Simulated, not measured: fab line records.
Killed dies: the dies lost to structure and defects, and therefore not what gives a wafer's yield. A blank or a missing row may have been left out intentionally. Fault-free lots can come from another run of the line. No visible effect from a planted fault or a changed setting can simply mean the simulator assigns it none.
Which tool was responsible? / flow nandHarc / 24 lots, 72 wafers sampled, at 6 steps of a route of 1302

## WHAT EACH GAUGE READ, for each wafer
NHARC_P_BONDPAD_THK_MEAS_33: measures by ellipsometry.
lot=L074; measured=day 6 10:10; on=filmMetro-02; thkNm (nm)=201.7 201.0 200.2
lot=L075; measured=day 7 01:29; on=filmMetro-01; thkNm (nm)=200.3 200.6 201.0
lot=L077; measured=day 7 15:31; on=filmMetro-01; thkNm (nm)=199.7 199.3 199.9
lot=L076; measured=day 7 16:52; on=filmMetro-02; thkNm (nm)=201.4 201.6 200.3
lot=L078; measured=day 8 17:47; on=filmMetro-01; thkNm (nm)=200.5 198.5 199.2
lot=L079; measured=day 8 18:55; on=filmMetro-02; thkNm (nm)=201.9 199.6 201.4
lot=L080; measured=day 9 03:59; on=filmMetro-02; thkNm (nm)=201.9 200.7 202.6
lot=L081; measured=day 9 10:41; on=filmMetro-01; thkNm (nm)=200.1 199.8 197.6
lot=L083; measured=day 10 04:12; on=filmMetro-02; thkNm (nm)=197.8 198.9 201.3
lot=L082; measured=day 10 05:04; on=filmMetro-01; thkNm (nm)=199.9 200.7 201.0
lot=L084; measured=day 11 02:49; on=filmMetro-02; thkNm (nm)=198.8 201.4 200.9
lot=L085; measured=day 11 06:23; on=filmMetro-01; thkNm (nm)=200.7 201.9 200.2
lot=L086; measured=day 12 14:08; on=filmMetro-01; thkNm (nm)=198.8 200.3 197.4
lot=L089; measured=day 12 15:17; on=filmMetro-02; thkNm (nm)=197.0 199.2 201.4
lot=L088; measured=day 12 16:17; on=filmMetro-02; thkNm (nm)=199.6 199.7 198.6
lot=L087; measured=day 12 23:22; on=filmMetro-02; thkNm (nm)=199.0 201.7 198.5
lot=L090; measured=day 13 16:18; on=filmMetro-02; thkNm (nm)=200.4 200.7 200.5
lot=L091; measured=day 13 18:19; on=filmMetro-01; thkNm (nm)=199.2 198.2 198.1
lot=L092; measured=day 14 07:40; on=filmMetro-01; thkNm (nm)=197.4 197.3 198.5
lot=L093; measured=day 14 19:21; on=filmMetro-01; thkNm (nm)=201.5 199.5 200.1
lot=L094; measured=day 15 06:26; on=filmMetro-01; thkNm (nm)=199.7 201.3 201.3
lot=L096; measured=day 15 14:29; on=filmMetro-01; thkNm (nm)=199.1 201.0 199.2
lot=L095; measured=day 15 14:48; on=filmMetro-02; thkNm (nm)=197.3 197.8 198.4
lot=L097; measured=day 16 02:01; on=filmMetro-02; thkNm (nm)=199.6 198.6 198.7

NHARC_P_BONDPAD_OVL_MEAS_38.
lot=L074; measured=day 6 10:42; on=overlay-02; overlayXNm (nm)=1 0 0; overlayYNm (nm)=5 5 6
lot=L075; measured=day 7 02:08; on=overlay-02; overlayXNm (nm)=-5 -5 -5; overlayYNm (nm)=-2 -3 -3
lot=L077; measured=day 7 16:02; on=overlay-01; overlayXNm (nm)=-3 -3 -3; overlayYNm (nm)=-2 -2 -2
lot=L076; measured=day 7 17:31; on=overlay-02; overlayXNm (nm)=-7 -7 -6; overlayYNm (nm)=-4 -4 -4
lot=L078; measured=day 8 18:27; on=overlay-01; overlayXNm (nm)=17 17 17; overlayYNm (nm)=-3 -2 -3
lot=L079; measured=day 8 19:34; on=overlay-01; overlayXNm (nm)=-7 -7 -7; overlayYNm (nm)=-1 -1 -1
lot=L080; measured=day 9 04:32; on=overlay-02; overlayXNm (nm)=-2 -3 -3; overlayYNm (nm)=3 3 3
lot=L081; measured=day 9 11:20; on=overlay-02; overlayXNm (nm)=-6 -6 -6; overlayYNm (nm)=-6 -5 -6
lot=L083; measured=day 10 04:51; on=overlay-01; overlayXNm (nm)=1 1 0; overlayYNm (nm)=-9 -10 -10
lot=L082; measured=day 10 05:43; on=overlay-02; overlayXNm (nm)=-4 -4 -4; overlayYNm (nm)=-8 -8 -8
lot=L084; measured=day 11 03:21; on=overlay-01; overlayXNm (nm)=10 10 11; overlayYNm (nm)=-4 -4 -5
lot=L085; measured=day 11 06:55; on=overlay-02; overlayXNm (nm)=3 3 3; overlayYNm (nm)=0 0 2
lot=L086; measured=day 12 14:41; on=overlay-01; overlayXNm (nm)=12 12 12; overlayYNm (nm)=3 2 2
lot=L089; measured=day 12 15:58; on=overlay-01; overlayXNm (nm)=0 -1 0; overlayYNm (nm)=9 10 9
lot=L088; measured=day 12 16:58; on=overlay-01; overlayXNm (nm)=-4 -4 -4; overlayYNm (nm)=11 11 12
lot=L087; measured=day 12 23:55; on=overlay-02; overlayXNm (nm)=-2 -1 -2; overlayYNm (nm)=2 2 2
lot=L090; measured=day 13 16:57; on=overlay-02; overlayXNm (nm)=-3 -2 -2; overlayYNm (nm)=-6 -6 -6
lot=L091; measured=day 13 18:58; on=overlay-02; overlayXNm (nm)=1 0 0; overlayYNm (nm)=1 1 1
lot=L092; measured=day 14 08:19; on=overlay-02; overlayXNm (nm)=1 1 1; overlayYNm (nm)=6 6 6
lot=L093; measured=day 14 20:01; on=overlay-02; overlayXNm (nm)=-3 -3 -3; overlayYNm (nm)=-2 -2 -2
lot=L094; measured=day 15 07:05; on=overlay-02; overlayXNm (nm)=0 0 0; overlayYNm (nm)=-13 -12 -12
lot=L096; measured=day 15 15:09; on=overlay-02; overlayXNm (nm)=-2 -2 -2; overlayYNm (nm)=7 7 6
lot=L095; measured=day 15 15:27; on=overlay-02; overlayXNm (nm)=-5 -5 -4; overlayYNm (nm)=-4 -4 -4
lot=L097; measured=day 16 02:40; on=overlay-02; overlayXNm (nm)=1 1 1; overlayYNm (nm)=-2 -2 -2

NHARC_A_ONON_D1_THK_MEAS_21: measures by ellipsometry.
lot=L074; measured=day 8 04:14; on=filmMetro-01; thkNm (nm)=998 998 999
lot=L075; measured=day 9 02:26; on=filmMetro-01; thkNm (nm)=985 982 986
lot=L077; measured=day 9 02:29; on=filmMetro-02; thkNm (nm)=1007 1005 1005
lot=L076; measured=day 9 02:47; on=filmMetro-01; thkNm (nm)=989 990 991
lot=L078; measured=day 10 06:41; on=filmMetro-01; thkNm (nm)=999 998 999
lot=L079; measured=day 10 06:42; on=filmMetro-02; thkNm (nm)=991 992 993
lot=L080; measured=day 10 20:25; on=filmMetro-02; thkNm (nm)=1003 1005 1003
lot=L081; measured=day 11 03:06; on=filmMetro-02; thkNm (nm)=1012 1014 1015
lot=L083; measured=day 11 17:46; on=filmMetro-01; thkNm (nm)=1021 1022 1022
lot=L082; measured=day 11 17:46; on=filmMetro-02; thkNm (nm)=999 1000 1002
lot=L084; measured=day 12 16:19; on=filmMetro-01; thkNm (nm)=1000 1000 1000
lot=L085; measured=day 12 16:19; on=filmMetro-02; thkNm (nm)=1009 1008 1010
lot=L086; measured=day 14 09:07; on=filmMetro-02; thkNm (nm)=983 983 984
lot=L089; measured=day 14 09:07; on=filmMetro-02; thkNm (nm)=1011 1012 1012
lot=L088; measured=day 14 09:07; on=filmMetro-01; thkNm (nm)=999 998 997
lot=L087; measured=day 14 16:58; on=filmMetro-02; thkNm (nm)=1013 1013 1013
lot=L090; measured=day 15 07:34; on=filmMetro-02; thkNm (nm)=998 998 997
lot=L091; measured=day 15 07:34; on=filmMetro-01; thkNm (nm)=1008 1008 1009
lot=L092; measured=day 16 02:18; on=filmMetro-02; thkNm (nm)=994 992 993
lot=L093; measured=day 16 11:11; on=filmMetro-01; thkNm (nm)=1013 1011 1013
lot=L094; measured=day 16 19:56; on=filmMetro-01; thkNm (nm)=989 991 989
lot=L096; measured=day 17 08:54; on=filmMetro-02; thkNm (nm)=1012 1012 1013
lot=L095; measured=day 17 08:50; on=filmMetro-01; thkNm (nm)=993 994 995
lot=L097; measured=day 17 19:28; on=filmMetro-01; thkNm (nm)=1006 1007 1006

## EACH LOT AND THE TOOL THAT RAN IT (in order: tool; ch and the chambers of the sampled wafers; start)
lot=L074; NHARC_P_BONDPAD_CMP_32=cmp-02 ch 0,1,2, day 6 09:55; NHARC_P_BONDPAD_DESCUM_11=rieDiel-10 ch 0,2, day 6 10:49; NHARC_P_BONDPAD_PVD_27=pvdSputter-02, day 8 04:14 or earlier
lot=L075; NHARC_P_BONDPAD_CMP_32=cmp-04 ch 1,2,3, day 7 01:13; NHARC_P_BONDPAD_DESCUM_11=rieDiel-10 ch 0,1, day 7 02:16; NHARC_P_BONDPAD_PVD_27=pvdSputter-03, day 9 02:26 or earlier
lot=L077; NHARC_P_BONDPAD_CMP_32=cmp-03 ch 0,1,3, day 7 15:17; NHARC_P_BONDPAD_DESCUM_11=rieDiel-11 ch 1,3, day 7 16:10; NHARC_P_BONDPAD_PVD_27=pvdSputter-01, day 9 02:29 or earlier
lot=L076; NHARC_P_BONDPAD_CMP_32=cmp-04 ch 0,2,3, day 7 16:38; NHARC_P_BONDPAD_DESCUM_11=rieDiel-02 ch 0,2,3, day 7 17:38; NHARC_P_BONDPAD_PVD_27=pvdSputter-03, day 9 02:47 or earlier
lot=L078; NHARC_P_BONDPAD_CMP_32=cmp-03 ch 0,3, day 8 17:34; NHARC_P_BONDPAD_DESCUM_11=rieDiel-02 ch 1,2, day 8 18:34; NHARC_P_BONDPAD_PVD_27=pvdSputter-02, day 10 06:41 or earlier
lot=L079; NHARC_P_BONDPAD_CMP_32=cmp-02 ch 0,1,3, day 8 18:41; NHARC_P_BONDPAD_DESCUM_11=rieDiel-02 ch 0,1, day 8 19:41; NHARC_P_BONDPAD_PVD_27=pvdSputter-02, day 10 06:42 or earlier
lot=L080; NHARC_P_BONDPAD_CMP_32=cmp-02 ch 1,2, day 9 03:46; NHARC_P_BONDPAD_DESCUM_11=rieDiel-11 ch 1,3, day 9 04:39; NHARC_P_BONDPAD_PVD_27=pvdSputter-01, day 10 20:25 or earlier
lot=L081; NHARC_P_BONDPAD_CMP_32=cmp-04 ch 0,3, day 9 10:28; NHARC_P_BONDPAD_DESCUM_11=rieDiel-11 ch 1,2,3, day 9 11:28; NHARC_P_BONDPAD_PVD_27=pvdSputter-02, day 11 03:06 or earlier
lot=L083; NHARC_P_BONDPAD_CMP_32=cmp-03 ch 1,2, day 10 03:57; NHARC_P_BONDPAD_DESCUM_11=rieDiel-10 ch 0,2, day 10 04:58; NHARC_P_BONDPAD_PVD_27=pvdSputter-03, day 11 17:46 or earlier
lot=L082; NHARC_P_BONDPAD_CMP_32=cmp-04 ch 2,3, day 10 04:49; NHARC_P_BONDPAD_DESCUM_11=rieDiel-10 ch 1,2,3, day 10 05:52; NHARC_P_BONDPAD_PVD_27=pvdSputter-02, day 11 17:46 or earlier
lot=L084; NHARC_P_BONDPAD_CMP_32=cmp-02 ch 0,2,3, day 11 02:34; NHARC_P_BONDPAD_DESCUM_11=rieDiel-11 ch 0,1,3, day 11 03:28; NHARC_P_BONDPAD_PVD_27=pvdSputter-03, day 12 16:19 or earlier
lot=L085; NHARC_P_BONDPAD_CMP_32=cmp-02 ch 0,1,3, day 11 06:08; NHARC_P_BONDPAD_DESCUM_11=rieDiel-02 ch 0,2,3, day 11 07:02; NHARC_P_BONDPAD_PVD_27=pvdSputter-01, day 12 16:19 or earlier
lot=L086; NHARC_P_BONDPAD_CMP_32=cmp-03 ch 0,3, day 12 13:53; NHARC_P_BONDPAD_DESCUM_11=rieDiel-11 ch 0,2, day 12 14:49; NHARC_P_BONDPAD_PVD_27=pvdSputter-02, day 14 09:07 or earlier
lot=L089; NHARC_P_BONDPAD_CMP_32=cmp-04 ch 1,2,3, day 12 15:07; NHARC_P_BONDPAD_DESCUM_11=rieDiel-10 ch 1,2, day 12 16:05; NHARC_P_BONDPAD_PVD_27=pvdSputter-03, day 14 09:07 or earlier
lot=L088; NHARC_P_BONDPAD_CMP_32=cmp-03 ch 1,2,3, day 12 16:04; NHARC_P_BONDPAD_DESCUM_11=rieDiel-10 ch 0,2, day 12 17:05; NHARC_P_BONDPAD_PVD_27=pvdSputter-03, day 14 09:07 or earlier
lot=L087; NHARC_P_BONDPAD_CMP_32=cmp-02 ch 0,1,3, day 12 23:07; NHARC_P_BONDPAD_DESCUM_11=rieDiel-11 ch 0,1,3, day 13 00:02; NHARC_P_BONDPAD_PVD_27=pvdSputter-03, day 14 16:58 or earlier
lot=L090; NHARC_P_BONDPAD_CMP_32=cmp-04 ch 0,3, day 13 16:03; NHARC_P_BONDPAD_DESCUM_11=rieDiel-11 ch 1,2,3, day 13 17:05; NHARC_P_BONDPAD_PVD_27=pvdSputter-03, day 15 07:34 or earlier
lot=L091; NHARC_P_BONDPAD_CMP_32=cmp-04 ch 1,2,3, day 13 18:08; NHARC_P_BONDPAD_DESCUM_11=rieDiel-02 ch 0,1,3, day 13 19:07; NHARC_P_BONDPAD_PVD_27=pvdSputter-02, day 15 07:34 or earlier
lot=L092; NHARC_P_BONDPAD_CMP_32=cmp-02 ch 0,2,3, day 14 07:28; NHARC_P_BONDPAD_DESCUM_11=rieDiel-11 ch 0,1,3, day 14 08:28; NHARC_P_BONDPAD_PVD_27=pvdSputter-02, day 16 02:18 or earlier
lot=L093; NHARC_P_BONDPAD_CMP_32=cmp-03 ch 0,2,3, day 14 19:06; NHARC_P_BONDPAD_DESCUM_11=rieDiel-10 ch 0,1,2, day 14 20:08; NHARC_P_BONDPAD_PVD_27=pvdSputter-01, day 16 11:11 or earlier
lot=L094; NHARC_P_BONDPAD_CMP_32=cmp-04 ch 0,1,2, day 15 06:11; NHARC_P_BONDPAD_DESCUM_11=rieDiel-02 ch 0,2,3, day 15 07:13; NHARC_P_BONDPAD_PVD_27=pvdSputter-02, day 16 19:56 or earlier
lot=L096; NHARC_P_BONDPAD_CMP_32=cmp-03 ch 0,1,3, day 15 14:17; NHARC_P_BONDPAD_DESCUM_11=rieDiel-10 ch 0,2, day 15 15:16; NHARC_P_BONDPAD_PVD_27=pvdSputter-01, day 17 08:54 or earlier
lot=L095; NHARC_P_BONDPAD_CMP_32=cmp-03 ch 0,2, day 15 14:34; NHARC_P_BONDPAD_DESCUM_11=rieDiel-02 ch 0,2, day 15 15:35; NHARC_P_BONDPAD_PVD_27=pvdSputter-02, day 17 08:50 or earlier
lot=L097; NHARC_P_BONDPAD_CMP_32=cmp-04 ch 2,3, day 16 01:46; NHARC_P_BONDPAD_DESCUM_11=rieDiel-02 ch 0,2,3, day 16 02:49; NHARC_P_BONDPAD_PVD_27=pvdSputter-02, day 17 19:28 or earlier
- NHARC_P_BONDPAD_CMP_32: polishes SiCN, target thk 200 nm.
- NHARC_P_BONDPAD_DESCUM_11: chemistry O2, time 3 s.
- NHARC_P_BONDPAD_PVD_27: deposits Cu, target thk 30 nm, time 20.49 s.

## AS READ BY THE TOOLS THEMSELVES (means over the sampled wafers that have a number; for cases with no such wafer, the mark the record gives instead)
NHARC_P_BONDPAD_CMP_32.
lot=L074; tool=cmp-02; motorCurrentA (A)=11.7
lot=L075; tool=cmp-04; motorCurrentA (A)=13.2
lot=L077; tool=cmp-03; motorCurrentA (A)=11.7
lot=L076; tool=cmp-04; motorCurrentA (A)=13.9
lot=L078; tool=cmp-03; motorCurrentA (A)=11.5
lot=L079; tool=cmp-02; motorCurrentA (A)=11.2
lot=L080; tool=cmp-02; motorCurrentA (A)=12.6
lot=L081; tool=cmp-04; motorCurrentA (A)=14.9
lot=L083; tool=cmp-03; motorCurrentA (A)=11.8
lot=L082; tool=cmp-04; motorCurrentA (A)=13.5
lot=L084; tool=cmp-02; motorCurrentA (A)=11.9
lot=L085; tool=cmp-02; motorCurrentA (A)=11.5
lot=L086; tool=cmp-03; motorCurrentA (A)=11.2
lot=L089; tool=cmp-04; motorCurrentA (A)=12.7
lot=L088; tool=cmp-03; motorCurrentA (A)=12.7
lot=L087; tool=cmp-02; motorCurrentA (A)=11.5
lot=L090; tool=cmp-04; motorCurrentA (A)=15.0
lot=L091; tool=cmp-04; motorCurrentA (A)=13.0
lot=L092; tool=cmp-02; motorCurrentA (A)=11.6
lot=L093; tool=cmp-03; motorCurrentA (A)=11.7
lot=L094; tool=cmp-04; motorCurrentA (A)=13.2
lot=L096; tool=cmp-03; motorCurrentA (A)=11.4
lot=L095; tool=cmp-03; motorCurrentA (A)=11.0
lot=L097; tool=cmp-04; motorCurrentA (A)=13.3

NHARC_P_BONDPAD_DESCUM_11.
lot=L074; tool=rieDiel-10; drypumpMotorCurrentA (A)=6.0; o2FlowSccm (sccm)=200.9; oesProductAu (a.u.)=0.998; rfVppV (V)=57.9; showerheadPlenumPTorr (Torr)=1.96; throttleValvePct (%)=11.306
lot=L075; tool=rieDiel-10; drypumpMotorCurrentA (A)=5.9; o2FlowSccm (sccm)=200.6; oesProductAu (a.u.)=0.999; rfVppV (V)=58.9; showerheadPlenumPTorr (Torr)=2.01; throttleValvePct (%)=11.315
lot=L077; tool=rieDiel-11; drypumpMotorCurrentA (A)=5.1; o2FlowSccm (sccm)=200.4; oesProductAu (a.u.)=1.003; rfVppV (V)=58.4; showerheadPlenumPTorr (Torr)=1.94; throttleValvePct (%)=11.298
lot=L076; tool=rieDiel-02; drypumpMotorCurrentA (A)=5.6; o2FlowSccm (sccm)=200.1; oesProductAu (a.u.)=0.999; rfVppV (V)=58.0; showerheadPlenumPTorr (Torr)=1.91; throttleValvePct (%)=11.311
lot=L078; tool=rieDiel-02; drypumpMotorCurrentA (A)=5.7; o2FlowSccm (sccm)=200.5; oesProductAu (a.u.)=0.996; rfVppV (V)=57.4; showerheadPlenumPTorr (Torr)=1.79; throttleValvePct (%)=11.313
lot=L079; tool=rieDiel-02; drypumpMotorCurrentA (A)=5.8; o2FlowSccm (sccm)=200.3; oesProductAu (a.u.)=1.004; rfVppV (V)=57.7; showerheadPlenumPTorr (Torr)=1.85; throttleValvePct (%)=11.308
lot=L080; tool=rieDiel-11; drypumpMotorCurrentA (A)=5.2; o2FlowSccm (sccm)=200.5; oesProductAu (a.u.)=1.001; rfVppV (V)=58.3; showerheadPlenumPTorr (Torr)=1.88; throttleValvePct (%)=11.317
lot=L081; tool=rieDiel-11; drypumpMotorCurrentA (A)=5.5; o2FlowSccm (sccm)=200.2; oesProductAu (a.u.)=1.006; rfVppV (V)=57.6; showerheadPlenumPTorr (Torr)=1.93; throttleValvePct (%)=11.310
lot=L083; tool=rieDiel-10; drypumpMotorCurrentA (A)=5.8; o2FlowSccm (sccm)=200.2; oesProductAu (a.u.)=1.003; rfVppV (V)=58.2; showerheadPlenumPTorr (Torr)=1.89; throttleValvePct (%)=11.314
lot=L082; tool=rieDiel-10; drypumpMotorCurrentA (A)=5.7; o2FlowSccm (sccm)=199.9; oesProductAu (a.u.)=1.000; rfVppV (V)=57.9; showerheadPlenumPTorr (Torr)=1.92; throttleValvePct (%)=11.311
lot=L084; tool=rieDiel-11; drypumpMotorCurrentA (A)=5.6; o2FlowSccm (sccm)=200.3; oesProductAu (a.u.)=0.993; rfVppV (V)=57.8; showerheadPlenumPTorr (Torr)=1.90; throttleValvePct (%)=11.312
lot=L085; tool=rieDiel-02; drypumpMotorCurrentA (A)=5.6; o2FlowSccm (sccm)=200.3; oesProductAu (a.u.)=0.999; rfVppV (V)=58.6; showerheadPlenumPTorr (Torr)=1.91; throttleValvePct (%)=11.306
lot=L086; tool=rieDiel-11; drypumpMotorCurrentA (A)=6.5; o2FlowSccm (sccm)=199.7; oesProductAu (a.u.)=1.003; rfVppV (V)=57.2; showerheadPlenumPTorr (Torr)=1.91; throttleValvePct (%)=11.312
lot=L089; tool=rieDiel-10; drypumpMotorCurrentA (A)=5.5; o2FlowSccm (sccm)=200.4; oesProductAu (a.u.)=0.989; rfVppV (V)=57.9; showerheadPlenumPTorr (Torr)=1.92; throttleValvePct (%)=11.310
lot=L088; tool=rieDiel-10; drypumpMotorCurrentA (A)=5.8; o2FlowSccm (sccm)=199.1; oesProductAu (a.u.)=0.998; rfVppV (V)=58.1; showerheadPlenumPTorr (Torr)=1.88; throttleValvePct (%)=11.315
lot=L087; tool=rieDiel-11; drypumpMotorCurrentA (A)=5.6; o2FlowSccm (sccm)=199.7; oesProductAu (a.u.)=0.998; rfVppV (V)=58.2; showerheadPlenumPTorr (Torr)=1.90; throttleValvePct (%)=11.314
lot=L090; tool=rieDiel-11; drypumpMotorCurrentA (A)=5.5; o2FlowSccm (sccm)=199.5; oesProductAu (a.u.)=1.007; rfVppV (V)=57.4; showerheadPlenumPTorr (Torr)=1.93; throttleValvePct (%)=11.307
lot=L091; tool=rieDiel-02; drypumpMotorCurrentA (A)=5.8; o2FlowSccm (sccm)=200.4; oesProductAu (a.u.)=1.010; rfVppV (V)=58.5; showerheadPlenumPTorr (Torr)=1.91; throttleValvePct (%)=11.320
lot=L092; tool=rieDiel-11; drypumpMotorCurrentA (A)=5.6; o2FlowSccm (sccm)=200.2; oesProductAu (a.u.)=0.992; rfVppV (V)=58.2; showerheadPlenumPTorr (Torr)=1.90; throttleValvePct (%)=11.315
lot=L093; tool=rieDiel-10; drypumpMotorCurrentA (A)=5.7; o2FlowSccm (sccm)=200.1; oesProductAu (a.u.)=0.998; rfVppV (V)=58.0; showerheadPlenumPTorr (Torr)=1.94; throttleValvePct (%)=11.309
lot=L094; tool=rieDiel-02; drypumpMotorCurrentA (A)=5.6; o2FlowSccm (sccm)=199.9; oesProductAu (a.u.)=1.002; rfVppV (V)=57.6; showerheadPlenumPTorr (Torr)=1.91; throttleValvePct (%)=11.314
lot=L096; tool=rieDiel-10; drypumpMotorCurrentA (A)=5.8; o2FlowSccm (sccm)=200.6; oesProductAu (a.u.)=0.999; rfVppV (V)=57.9; showerheadPlenumPTorr (Torr)=1.88; throttleValvePct (%)=11.322
lot=L095; tool=rieDiel-02; drypumpMotorCurrentA (A)=5.4; o2FlowSccm (sccm)=199.7; oesProductAu (a.u.)=1.005; rfVppV (V)=57.2; showerheadPlenumPTorr (Torr)=1.85; throttleValvePct (%)=11.313
lot=L097; tool=rieDiel-02; drypumpMotorCurrentA (A)=5.5; o2FlowSccm (sccm)=200.7; oesProductAu (a.u.)=1.012; rfVppV (V)=57.8; showerheadPlenumPTorr (Torr)=1.91; throttleValvePct (%)=11.315

NHARC_P_BONDPAD_PVD_27.
lot=L074; tool=pvdSputter-02; throttleValvePct (%)=29.7
lot=L075; tool=pvdSputter-03; throttleValvePct (%)=29.9
lot=L077; tool=pvdSputter-01; throttleValvePct (%)=30.9
lot=L076; tool=pvdSputter-03; throttleValvePct (%)=30.3
lot=L078; tool=pvdSputter-02; throttleValvePct (%)=29.3
lot=L079; tool=pvdSputter-02; throttleValvePct (%)=29.9
lot=L080; tool=pvdSputter-01; throttleValvePct (%)=31.6
lot=L081; tool=pvdSputter-02; throttleValvePct (%)=29.8
lot=L083; tool=pvdSputter-03; throttleValvePct (%)=30.5
lot=L082; tool=pvdSputter-02; throttleValvePct (%)=29.9
lot=L084; tool=pvdSputter-03; throttleValvePct (%)=30.4
lot=L085; tool=pvdSputter-01; throttleValvePct (%)=30.5
lot=L086; tool=pvdSputter-02; throttleValvePct (%)=29.6
lot=L089; tool=pvdSputter-03; throttleValvePct (%)=30.3
lot=L088; tool=pvdSputter-03; throttleValvePct (%)=30.1
lot=L087; tool=pvdSputter-03; throttleValvePct (%)=30.3
lot=L090; tool=pvdSputter-03; throttleValvePct (%)=30.7
lot=L091; tool=pvdSputter-02; throttleValvePct (%)=29.7
lot=L092; tool=pvdSputter-02; throttleValvePct (%)=30.4
lot=L093; tool=pvdSputter-01; throttleValvePct (%)=29.9
lot=L094; tool=pvdSputter-02; throttleValvePct (%)=30.0
lot=L096; tool=pvdSputter-01; throttleValvePct (%)=30.7
lot=L095; tool=pvdSputter-02; throttleValvePct (%)=30.6
lot=L097; tool=pvdSputter-02; throttleValvePct (%)=29.9

## THE ANSWER, worked out from the rows above alone
Rule: the usual values come from the lots themselves. The widest of any qualifying gaps counts: lots, ordered by their means at a reading, are off when they make up no more than a third of the lots, leave a main group of 4 or more, and stand apart from it by 3 or more times the standard deviation of that group's means. Not used: any main group whose means are identical at the precision the tables above print for the reading. A lot without any number at a reading at which 4 lots or more have one is off too. Any other lot the step has rows for is counted as sound. After the gauges, taken in route order, come the tools' own readings; for these a lot's mean is taken, as printed above. The first step at which some lot is off is used, and at that step the reading that is off furthest; a lot without a number counts as furthest.
Across all readings shown, no lot is off: no conclusion can be drawn from this.

## WHAT THE SIMULATOR HAD PUT IN
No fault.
